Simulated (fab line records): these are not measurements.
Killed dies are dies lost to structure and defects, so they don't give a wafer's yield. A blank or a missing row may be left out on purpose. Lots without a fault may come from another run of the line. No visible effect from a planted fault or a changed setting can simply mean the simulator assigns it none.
Matching of chambers	flow n5Finfet	N5_BEOL_M4_DESCUM_16 on rieDiel-05: 4 sister chambers
The step chemistry O2, time 7 s. 8 wafers are shown with their chamber, then 7 later ones without.

WAFERS PAIRED WITH THEIR CHAMBERS
wafer	chamber	throttleValvePct (%)	oesProductAu (a.u.)
L085.3	1	20.69	0.73
L085.5	3	20.28	0.78
L085.6	0	20.71	0.77
L086.1	2	20.50	0.83
L086.4	1	20.70	0.72
L086.5	3	20.30	0.78
L089.2	2	20.50	0.83
L089.4	0	20.73	0.77

WAFERS WITH NO CHAMBER GIVEN
wafer	throttleValvePct (%)	oesProductAu (a.u.)
L089.5	20.30	0.77
L090.1	20.73	0.73
L090.4	20.71	0.77
L090.6	20.30	0.77
L096.1	20.74	0.71
L096.2	20.33	0.76
L096.4	20.75	0.75

WHICH CHAMBER EACH WENT THROUGH
wafer	from the rows above	in truth
L089.5	3	3
L090.1	1	1
L090.4	0	0
L090.6	3	3
L096.1	1	1
L096.2	3	3
L096.4	0	0
Correct placement for 7 of the 7. Not placeable from these rows: 0. Number placed wrongly: 0.
How it was worked out, from the rows above alone: a wafer's distance from a chamber is the root of the sum, over the readings, of the square of ((its reading less the chamber's mean) divided by the reading's scatter). If the next closest chamber is less than 2 further off than the closest, the wafer can't be placed; otherwise it belongs to the closest. A chamber's mean is the mean of its shown wafers. How the scatter is found: for the shown wafers, subtract from each reading the mean of its chamber, square and add these, divide the total by (wafers less chambers), then take the root.
